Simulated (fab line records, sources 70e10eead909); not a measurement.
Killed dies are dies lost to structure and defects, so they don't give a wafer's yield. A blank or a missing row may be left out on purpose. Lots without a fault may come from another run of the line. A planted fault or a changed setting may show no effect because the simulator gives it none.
Chamber matching | flow nand_harc | NHARC_A_CHANNEL_FILL_D1_ETCHBACK_20 on rie_diel-09: 4 sister chambers
The step etches the open film in C4F8/O2/Ar, target depth 27 nm, time 13.5 s. 24 wafers are shown with their chamber, then 12 later ones without.

WAFERS WITH THEIR CHAMBER
wafer  | chamber | rf_vpp_V (V) | oes_product_au (a.u.)
L077.3 | 3       | 974          | 0.93
L077.4 | 0       | 978          | 1.01
L077.6 | 1       | 987          | 0.93
L075.2 | 3       | 975          | 0.99
L075.3 | 0       | 978          | 1.00
L075.5 | 1       | 988          | 0.99
L075.1 | 1       | 989          | 0.99
L075.4 | 2       | 987          | 1.01
L075.6 | 0       | 978          | 1.01
L076.1 | 1       | 988          | 0.92
L076.3 | 3       | 976          | 0.92
L076.6 | 1       | 989          | 0.91
L076.2 | 0       | 978          | 1.01
L076.4 | 2       | 986          | 0.93
L076.5 | 2       | 987          | 0.93
L079.2 | 0       | 979          | 0.92
L079.3 | 1       | 988          | 0.93
L079.6 | 2       | 987          | 0.93
L080.2 | 2       | 988          | 0.93
L080.4 | 2       | 987          | 0.94
L080.6 | 0       | 979          | 0.93
L087.2 | 1       | 986          | 1.00
L087.4 | 3       | 974          | 1.00
L087.5 | 2       | 987          | 1.02

SIGNATURES (means of the wafers above)
reading        | chamber 0 | chamber 1 | chamber 2 | chamber 3 | scatter within a chamber
rf_vpp_V       | 978.33    | 987.86    | 987.00    | 974.75    | 0.804
oes_product_au | 0.9800    | 0.9529    | 0.9557    | 0.9600    | 0.0407
Rule: a wafer's distance from a chamber is the root of the sum, over the readings, of the square of ((its reading less the chamber's mean) divided by the reading's scatter). The wafer belongs to the nearest chamber; if the next one is less than 2 further off, it can't be placed. The scatter: the root of (the sum of the squares of (reading less its chamber's mean) over the shown wafers, divided by (wafers less chambers)).

WAFERS WITHOUT THEIR CHAMBER
wafer  | rf_vpp_V (V) | oes_product_au (a.u.)
L088.2 | 986          | 0.99
L088.3 | 979          | 0.99
L088.6 | 987          | 1.02
L088.1 | 986          | 1.01
L088.4 | 975          | 0.99
L088.5 | 989          | 0.99
L091.1 | 987          | 1.02
L091.4 | 974          | 1.02
L091.6 | 988          | 1.00
L097.2 | 978          | 0.97
L097.4 | 986          | 0.98
L097.6 | 975          | 0.97

WHICH CHAMBER EACH WENT THROUGH
wafer  | from the rows above     | in truth
L088.2 | can't be placed: 2 or 1 | 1
L088.3 | 0                       | 0
L088.6 | can't be placed: 2 or 1 | 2
L088.1 | can't be placed: 2 or 1 | 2
L088.4 | 3                       | 3
L088.5 | can't be placed: 1 or 2 | 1
L091.1 | can't be placed: 2 or 1 | 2
L091.4 | 3                       | 3
L091.6 | can't be placed: 1 or 2 | 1
L097.2 | 0                       | 0
L097.4 | can't be placed: 2 or 1 | 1
L097.6 | 3                       | 3
Placed correctly: 5 of 12. Can't be placed from these rows: 7 (the true chamber is among the candidates in 7). Placed wrongly: 0.
